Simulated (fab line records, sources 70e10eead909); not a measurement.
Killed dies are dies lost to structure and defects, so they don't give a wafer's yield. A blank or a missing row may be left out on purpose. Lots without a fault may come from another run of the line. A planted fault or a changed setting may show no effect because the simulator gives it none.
A struck lot beside a sound one | flow nand_harc | 14 steps out of a route of 1302
Sound: wafers L500.1, L500.3, L500.4. Struck: wafers L506.1, L506.4. (L506.2 of the same lot was not struck and is left out.) The cause comes at the end.
At each step with rows: each side's tool, then ch and its chambers, then its first start. Under that, the readings that differ: sound wafers | struck wafers | difference of the means | sigmas: that difference in standard deviations of wafers without a fault.
alike: readings whose means differ by less than 2 such deviations, and words and numbers that are the same on both sides. not compared: withheld readings, readings that some wafer has no value for, bounds like >300 that may hide the same value, and numbers for which the record gives no deviation and whose values overlap.
The two part at a step that has a row with sigmas, a row that says differs or no value, or rows on one side only. Numbers that don't overlap but have no deviation are shown without sigmas and don't part them. A reading that every wafer of one side lacks parts them only if that side has two wafers or more.

NHARC_P_M2_PRE_CLEAN_30: time 30 s.
  sound on pvd_sputter-03; struck on pvd_sputter-02
  alike: heater_power_w
then, 3 steps without rows for these wafers: NHARC_P_M2_PVD_20 (deposits TaN, target thk 5 nm, time 8.06 s); NHARC_P_M2_PVD_21 (deposits Cu, target thk 30 nm, time 20.49 s); NHARC_P_M2_ECD_22 (material Cu, target thk 400 nm).
NHARC_P_M2_ANNEAL_31: time 90 s.
  sound on rtp_anneal-01 ch 0, day 6 08:08; struck on rtp_anneal-02 ch 0, day 9 05:02
  alike: wafer_temp_C_max
then, 1 step without rows for these wafers: NHARC_P_M2_CMP_23 (polishes, t overpolish 20 s, target thk 144.3 nm).
NHARC_P_M2_THK_MEAS_24: measures by xrf.
  sound on film_metro-01, day 6 08:47; struck on film_metro-02, day 9 05:41
  alike: thk_nm
then, 1 step without rows for these wafers: NHARC_P_M2_SRD_25.
NHARC_P_M2_INSPECT_27:
  sound on defect_inspect-02, day 6 08:56; struck on defect_inspect-02, day 9 05:50
  reading          | sound       | struck  | difference | sigmas
  raw_defect_count | 211 206 133 | 511 412 | +278       | +3
NHARC_P_M2_PRE_CLEAN_32: time 12 s.
  sound on pecvd-02 ch 0,2, day 6 09:01; struck on pecvd-02 ch 1,2, day 9 05:55
  alike: heater_power_outer_w, heater_power_w
NHARC_P_M2_DEP_33: deposits SiCN, target thk 30 nm.
  sound on pecvd-02 ch 0,2, day 6 09:08; struck on pecvd-02 ch 1,2, day 9 05:59
  alike: heater_power_outer_w, heater_power_w, rf_fwd_power_W, showerhead_vpp_V
NHARC_P_BONDPAD_DEP_00: deposits SiCN, target thk 250 nm.
  sound on pecvd-04 ch 0,1, day 6 09:32; struck on pecvd-04 ch 1, day 9 06:24
  reading              | sound             | struck      | difference | sigmas
  heater_power_w (W)   | 754 610 620       | 833 828     | +169       | +2
  rf_fwd_power_W (W)   | 449.4 448.1 447.6 | 270.1 269.4 | -178.6     | -99 or more
  showerhead_vpp_V (V) | 1327 1233 1260    | 1042 1018   | -243       | -4
  alike: heater_power_outer_w
NHARC_P_BONDPAD_CMP_32: polishes SiCN, target thk 200 nm.
  sound on cmp-04 ch 0,1,2, day 6 09:53; struck on cmp-04 ch 1,3, day 9 06:49
  reading         | sound    | struck  | difference | sigmas
  pad_life_wafers | 54 57 56 | 288 290 | +233       | +2
  alike: motor_current_A
-- the record jumps here: 18 days lie between the struck wafers' starts before and after (it left off in module P_BONDPAD and takes up again in module END, whose first step shown is number 1302 of the route) --
NHARC_END_SORT_01:
  sound on prober-01 ch 0, day 23 23:53; struck on prober-01 ch 0, day 27 03:03
  reading                  | sound          | struck    | difference | sigmas
  defect_limited_yield (%) | 94.2 94.4 92.8 | 87.6 87.1 | -6.5       | -2
  killed_at_array          | 38 34 46       | 82 84     | +44        | +2
  killed_dies              | 39 38 49       | 84 87     | +44        | +2
  alike: killed_at_other, killed_at_periphery, killed_open, killed_short

WHERE THEY PART
First at NHARC_P_M2_INSPECT_27; last, within this record, at NHARC_END_SORT_01.

WHY: what the simulator had put in
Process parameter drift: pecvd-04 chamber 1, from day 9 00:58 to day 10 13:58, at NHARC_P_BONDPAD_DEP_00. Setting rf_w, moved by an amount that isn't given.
